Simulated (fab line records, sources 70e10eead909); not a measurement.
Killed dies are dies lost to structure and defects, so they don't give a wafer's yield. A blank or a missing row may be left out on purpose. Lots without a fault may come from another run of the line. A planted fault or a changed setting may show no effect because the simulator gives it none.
Which tool did it? | flow nand_harc | 13 lots, 39 wafers sampled, at 5 steps of a route of 1159

WHAT THE GAUGES READ, wafer by wafer
NHARC_END_SORT_01. Usual: killed_at_array 24, standard deviation 8.7; killed_at_other 0.8, standard deviation 1.2; killed_at_periphery 3.6, standard deviation 2.3; killed_dies 28, standard deviation 8.9; killed_open 3.2, standard deviation 1.9; killed_short 2.0, standard deviation 1.6.
lot  | measured     | on        | killed_at_array | killed_at_other | killed_at_periphery | killed_dies | killed_open | killed_short | flag
L892 | day 20 16:23 | prober-01 | 26 18 17        | 1 0 0           | 5 1 5               | 32 19 22    | 3 5 6       | 6 1 0        |
L895 | day 21 07:55 | prober-01 | 672 672 674     | 1 1 1           | 4 4 2               | 677 677 677 | 1 3 2       | 2 1 2        | OFF
L898 | day 21 16:46 | prober-02 | 669 671 666     | 0 1 2           | 8 5 9               | 677 677 677 | 2 2 7       | 2 2 3        | OFF
L904 | day 24 01:56 | prober-01 | 31 42 42        | 1 1 0           | 0 1 3               | 32 44 45    | 1 3 8       | 0 0 1        |
L913 | day 25 09:56 | prober-01 | 17 13 19        | 5 6 3           | 5 6 6               | 27 25 28    | 1 1 2       | 3 3 2        | OFF

WHICH TOOL RAN EACH LOT (tool, then ch and the chambers of the sampled wafers, then the start)
lot  | NHARC_A_WL_FILL_CVD_03        | NHARC_A_WL_FILL_ETCHBACK_17       | NHARC_A_WL_FILL_CVD_20                   | NHARC_A_WL_FILL_CMP_12
L892 | cvd_w-01 ch 0,1, day 15 11:48 | rie_metal-01 ch 0,1, day 16 05:35 | cvd_w-02 ch 1, day 16 20:15 or earlier   | cmp-01 ch 1,3, day 16 20:15
L891 | cvd_w-02 ch 0,1, day 15 12:18 | rie_metal-03 ch 0,1, day 16 02:27 | cvd_w-02 ch 0,1, day 16 13:08 or earlier | cmp-02 ch 0,1, day 16 13:08
L893 | cvd_w-02 ch 0,1, day 16 00:47 | rie_metal-02 ch 0,1, day 16 15:04 | cvd_w-01 ch 0,1, day 17 01:44 or earlier | cmp-03 ch 2,3, day 17 01:44
L895 | cvd_w-01 ch 0,1, day 16 14:29 | rie_metal-01 ch 0,1, day 17 04:16 | cvd_w-02 ch 0,1, day 17 16:46 or earlier | cmp-02 ch 0,1,2, day 17 16:46
L898 | cvd_w-02 ch 0,1, day 17 16:02 | rie_metal-01 ch 0,1, day 18 05:59 | cvd_w-02 ch 0,1, day 18 18:03 or earlier | cmp-03 ch 0,1,2, day 18 18:03
L904 | cvd_w-01 ch 0,1, day 19 09:38 | rie_metal-01 ch 0,1, day 19 23:52 | cvd_w-02 ch 0,1, day 20 14:41 or earlier | cmp-02 ch 0,1,2, day 20 14:41
L905 | cvd_w-01 ch 1, day 19 12:02   | rie_metal-01 ch 0,1, day 20 05:51 | cvd_w-01 ch 0,1, day 20 18:52 or earlier | cmp-01 ch 0,1, day 20 18:52
L906 | cvd_w-01 ch 0,1, day 19 15:55 | rie_metal-01 ch 0,1, day 20 10:32 | cvd_w-02 ch 0,1, day 21 01:08 or earlier | cmp-02 ch 0,1,3, day 21 01:08
L910 | cvd_w-02 ch 1, day 20 14:26   | rie_metal-02 ch 0,1, day 21 05:05 | cvd_w-02 ch 0,1, day 21 16:16 or earlier | cmp-02 ch 1,2,3, day 21 16:16
L912 | cvd_w-02 ch 0,1, day 20 16:48 | rie_metal-03 ch 0,1, day 21 05:04 | cvd_w-01 ch 0,1, day 21 16:36 or earlier | cmp-03 ch 1,2, day 21 16:36
L909 | cvd_w-01 ch 1, day 20 18:08   | rie_metal-02 ch 0,1, day 21 08:07 | cvd_w-01 ch 0,1, day 21 21:37 or earlier | cmp-01 ch 1,2,3, day 21 21:37
L913 | cvd_w-02 ch 0, day 21 05:32   | rie_metal-01 ch 1, day 21 19:42   | cvd_w-01 ch 0,1, day 22 06:41 or earlier | cmp-02 ch 0,1,2, day 22 06:41
L911 | cvd_w-02 ch 0,1, day 21 08:20 | rie_metal-03 ch 0,1, day 21 21:17 | cvd_w-02 ch 1, day 22 06:39 or earlier   | cmp-03 ch 0,1,3, day 22 06:39
- NHARC_A_WL_FILL_CVD_03: deposits W, target thk 40 nm, time 3302 s.
- NHARC_A_WL_FILL_ETCHBACK_17: etches the open film in Cl2/BCl3, target depth 4 nm, time 26.7 s.
- NHARC_A_WL_FILL_CVD_20: deposits W, target thk 75 nm, time 5064 s.
- NHARC_A_WL_FILL_CMP_12: polishes, t overpolish 30 s, target thk 75 nm.

WHAT THE TOOLS THEMSELVES READ (means of the sampled wafers that have a number; where no wafer has one, the mark that the record gives instead)
NHARC_A_WL_FILL_CVD_03. Usual: heater_power_w 454 W, standard deviation 34; mfc_ar_sccm 1560 sccm, standard deviation 4.7; throttle_valve_pct 8.0 %, standard deviation 0.31.
lot  | tool     | heater_power_w (W) | mfc_ar_sccm (sccm) | throttle_valve_pct (%) | flag
L892 | cvd_w-01 | 468                | 1558               | 7.9                    |
L891 | cvd_w-02 | 452                | 1561               | 7.9                    |
L893 | cvd_w-02 | 427                | 1559               | 8.0                    |
L895 | cvd_w-01 | 483                | 1564               | 8.2                    |
L898 | cvd_w-02 | 448                | 1561               | 8.0                    |
L904 | cvd_w-01 | 467                | 1561               | 8.1                    |
L905 | cvd_w-01 | 459                | 1562               | 7.8                    |
L906 | cvd_w-01 | 480                | 1560               | 8.2                    |
L910 | cvd_w-02 | 407                | 1560               | 7.8                    |
L912 | cvd_w-02 | 449                | 1561               | 8.0                    |
L909 | cvd_w-01 | 464                | 1566               | 7.8                    |
L913 | cvd_w-02 | 471                | 1562               | 8.2                    |
L911 | cvd_w-02 | 427                | 1562               | 8.0                    |

NHARC_A_WL_FILL_ETCHBACK_17. Usual: chamber_pressure_mTorr 9.999 mTorr, standard deviation 0.0092; drypump_motor_current_A 5.6 A, standard deviation 0.31; oes_product_au 1.002 a.u., standard deviation 0.0091.
lot  | tool         | chamber_pressure_mTorr (mTorr) | drypump_motor_current_A (A) | oes_product_au (a.u.) | flag
L892 | rie_metal-01 | 9.999                          | 5.3                         | 1.013                 |
L891 | rie_metal-03 | 9.998                          | 5.6                         | 1.001                 |
L893 | rie_metal-02 | 10.005                         | 5.9                         | 0.992                 |
L895 | rie_metal-01 | -                              | -                           | -                     | OFF
L898 | rie_metal-01 | -                              | -                           | -                     | OFF
L904 | rie_metal-01 | 10.011                         | 5.3                         | 0.995                 |
L905 | rie_metal-01 | 10.005                         | 5.2                         | 0.996                 |
L906 | rie_metal-01 | 10.001                         | 5.4                         | 1.002                 |
L910 | rie_metal-02 | 9.997                          | 5.9                         | 1.014                 |
L912 | rie_metal-03 | 9.986                          | 5.5                         | 1.007                 |
L909 | rie_metal-02 | 9.996                          | 5.9                         | 1.015                 |
L913 | rie_metal-01 | 9.994                          | 5.6                         | 1.004                 |
L911 | rie_metal-03 | 10.006                         | 5.5                         | 0.996                 |

NHARC_A_WL_FILL_CVD_20. Usual: heater_power_w 457 W, standard deviation 31; mfc_ar_sccm 1560 sccm, standard deviation 4.4; throttle_valve_pct 8.0 %, standard deviation 0.3.
lot  | tool     | heater_power_w (W) | mfc_ar_sccm (sccm) | throttle_valve_pct (%) | flag
L892 | cvd_w-02 | 404                | 1560               | 7.7                    |
L891 | cvd_w-02 | 427                | 1563               | 7.8                    |
L893 | cvd_w-01 | 480                | 1556               | 8.3                    |
L895 | cvd_w-02 | 455                | 1562               | 8.0                    |
L898 | cvd_w-02 | 448                | 1563               | 8.0                    |
L904 | cvd_w-02 | 446                | 1561               | 8.1                    |
L905 | cvd_w-01 | 479                | 1559               | 8.5                    |
L906 | cvd_w-02 | 451                | 1561               | 8.2                    |
L910 | cvd_w-02 | 453                | 1557               | 8.0                    |
L912 | cvd_w-01 | 461                | 1562               | 8.2                    |
L909 | cvd_w-01 | 466                | 1556               | 8.1                    |
L913 | cvd_w-01 | 462                | 1560               | 8.1                    |
L911 | cvd_w-02 | 413                | 1565               | 7.8                    |

NHARC_A_WL_FILL_CMP_12. Usual: motor_current_A 11.8 A, standard deviation 0.77; overpolish_run_s 29.999 s, standard deviation 0.01; time_to_endpoint_s 14.2 s, standard deviation 2.4.
lot  | tool   | motor_current_A (A) | overpolish_run_s (s) | time_to_endpoint_s (s) | flag
L892 | cmp-01 | 11.5                | 29.996               | 17.8                   |
L891 | cmp-02 | 11.4                | 29.998               | 15.9                   |
L893 | cmp-03 | 12.0                | 30.009               | 12.7                   |
L895 | cmp-02 | 11.8                | 30.007               | 14.1                   |
L898 | cmp-03 | 11.3                | 30.001               | 13.5                   |
L904 | cmp-02 | 12.1                | 30.011               | 18.3                   |
L905 | cmp-01 | 12.0                | 30.001               | 15.5                   |
L906 | cmp-02 | 12.1                | 29.994               | 14.6                   |
L910 | cmp-02 | 12.4                | 29.990               | 14.3                   |
L912 | cmp-03 | 11.7                | 30.007               | 13.2                   |
L909 | cmp-01 | 11.5                | 29.990               | 12.4                   |
L913 | cmp-02 | 11.7                | 30.007               | 13.1                   |
L911 | cmp-03 | 11.3                | 30.004               | 12.3                   |

THE ANSWER, worked out from the rows above alone
Rule: a lot is off if the mean of its wafers that have a number lies more than 3 standard deviations from the usual mean. A lot without any number at a reading at which 4 lots or more have one is off too. The other lots that the step has rows for count as sound. The gauges are gone through in route order, then the tools' own readings, and for those a lot's mean is taken as printed above. The first step at which some lot is off is used, and at that step the reading that is off furthest; a lot without a number counts as furthest.
Off: L895, L898, at NHARC_END_SORT_01 (killed_at_array). Neither off nor sound, because the step has no rows for them: L891, L893, L905, L906, L910, L912, L909, L911.
A tool fits if, at a process step before that reading, it ran every lot that is off, and no sound lot after the first of them. The gauges at NHARC_END_SORT_01 aren't tried: what is off there is off at NHARC_A_WL_FILL_ETCHBACK_17 too, on other tools, and a gauge's error can't cause that. NHARC_A_WL_FILL_CVD_20 gives no start for some lots, so the hours and the order of its lots are those of NHARC_A_WL_FILL_CMP_12. None of those tried fits.

WHAT THE SIMULATOR HAD PUT IN
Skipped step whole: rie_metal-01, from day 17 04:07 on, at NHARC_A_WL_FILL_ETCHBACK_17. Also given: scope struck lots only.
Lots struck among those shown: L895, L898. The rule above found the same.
